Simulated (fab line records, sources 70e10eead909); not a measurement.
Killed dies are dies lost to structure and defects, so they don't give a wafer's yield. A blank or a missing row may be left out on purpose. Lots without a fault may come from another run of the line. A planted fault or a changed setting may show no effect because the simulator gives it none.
A struck lot beside a sound one | flow nand_harc | 15 steps out of a route of 1302
Sound: wafers L162.1, L162.4, L162.5. Struck: wafers L175.2, L175.3, L175.4. The cause comes at the end.
At each step with rows: each side's tool, then ch and its chambers, then its first start. Under that, the readings that differ: sound wafers | struck wafers | difference of the means | sigmas: that difference in standard deviations of wafers without a fault.
alike: readings whose means differ by less than 2 such deviations, and words and numbers that are the same on both sides. not compared: withheld readings, readings that some wafer has no value for, bounds like >300 that may hide the same value, and numbers for which the record gives no deviation and whose values overlap.
The two part at a step that has a row with sigmas, a row that says differs or no value, or rows on one side only. Numbers that don't overlap but have no deviation are shown without sigmas and don't part them. A reading that every wafer of one side lacks parts them only if that side has two wafers or more.

NHARC_P_CONTACT_INSPECT_14:
  sound on defect_inspect-02, day 6 01:56; struck on defect_inspect-01, day 11 20:08
  reading          | sound | struck | difference | sigmas
  raw_defect_count | 1 3 3 | 4 10 8 | +5         | +2
then, 2 steps without rows for these wafers: NHARC_P_CONTACT_DESCUM_17 (chemistry O2, time 3 s); NHARC_P_CONTACT_ETCH_35 (etches the open film in CF4, target depth 39 nm, time 65 s).
NHARC_P_CONTACT_ETCH_36: etches the open film in N2/H2, target depth 260 nm, time 406.25 s.
  sound on rie_diel-06 ch 0,2; struck on rie_diel-07 ch 0,1,2
  alike: drypump_motor_current_A, oes_product_au, rf_vpp_V, showerhead_plenum_p_Torr, throttle_valve_pct
  not compared: rf_hours_counter_h
NHARC_P_CONTACT_ETCH_18: etches the open film in C4F8/O2/Ar, target depth 481 nm, time 240.5 s.
  sound on rie_diel-06 ch 1,2; struck on rie_diel-07 ch 0,1,3
  alike: oes_product_au, rf_vpp_V
  not compared: rf_hours_counter_h
then, 1 step without rows for these wafers: NHARC_P_CONTACT_STRIP_37 (strips in C4F8/O2/Ar).
NHARC_P_CONTACT_ETCH_31: etches the open film in CH3F/O2, target depth 30 nm, time 85.7 s.
  sound on rie_diel-06 ch 0,1,2; struck on rie_diel-07 ch 1,2,3
  alike: drypump_motor_current_A, oes_product_au, rf_vpp_V, showerhead_plenum_p_Torr, throttle_valve_pct
  not compared: rf_hours_counter_h
NHARC_P_CONTACT_CD_MEAS_19:
  sound on cd_sem-03, day 6 02:52; struck on cd_sem-03, day 11 21:04
  alike: cd_nm
then, 2 steps without rows for these wafers: NHARC_P_CONTACT_STRIP_28 (strips in O2); NHARC_P_CONTACT_STRIP_29 (strips in post etch residue remover, time 1200 s).
NHARC_P_CONTACT_DEGAS_38: time 60 s.
  sound on pvd_sputter-02, day 6 03:35; struck on pvd_sputter-03, day 11 21:47
  alike: heater_power_w, susceptor_temp_C
then, 1 step without rows for these wafers: NHARC_P_CONTACT_PRE_CLEAN_39 (time 19.5 s).
NHARC_P_CONTACT_PVD_32: deposits Ti, target thk 5 nm, time 17.7 s.
  sound on pvd_sputter-02, day 6 03:42; struck on pvd_sputter-03, day 11 22:10
  alike: throttle_valve_pct
NHARC_P_CONTACT_ALD_22: deposits TiN, target thk 3 nm, pulse time 1 s, ald cycles 150.
  sound on ald_metal-03 ch 1,2, day 6 03:51; struck on ald_metal-04 ch 0,1,3, day 11 22:17
  reading            | sound          | struck       | difference | sigmas
  heater_power_w (W) | 1153 1164 1106 | 904 953 1077 | -163       | -2
  alike: precursor_pulse_height_rel, susceptor_temp_C
-- the record jumps here: 19 days lie between the struck wafers' starts before and after (it left off in module P_CONTACT and takes up again in module END, whose first step shown is number 1302 of the route) --
NHARC_END_SORT_01:
  sound on prober-01 ch 0, day 24 21:58; struck on prober-02 ch 0, day 30 19:33
  alike: killed_at_array, killed_at_other, killed_at_periphery, killed_dies, killed_open, killed_short

WHERE THEY PART
First at NHARC_P_CONTACT_INSPECT_14; last, within this record, at NHARC_P_CONTACT_ALD_22. Later steps at which nothing parts them and some readings are alike: NHARC_END_SORT_01.

WHY: what the simulator had put in
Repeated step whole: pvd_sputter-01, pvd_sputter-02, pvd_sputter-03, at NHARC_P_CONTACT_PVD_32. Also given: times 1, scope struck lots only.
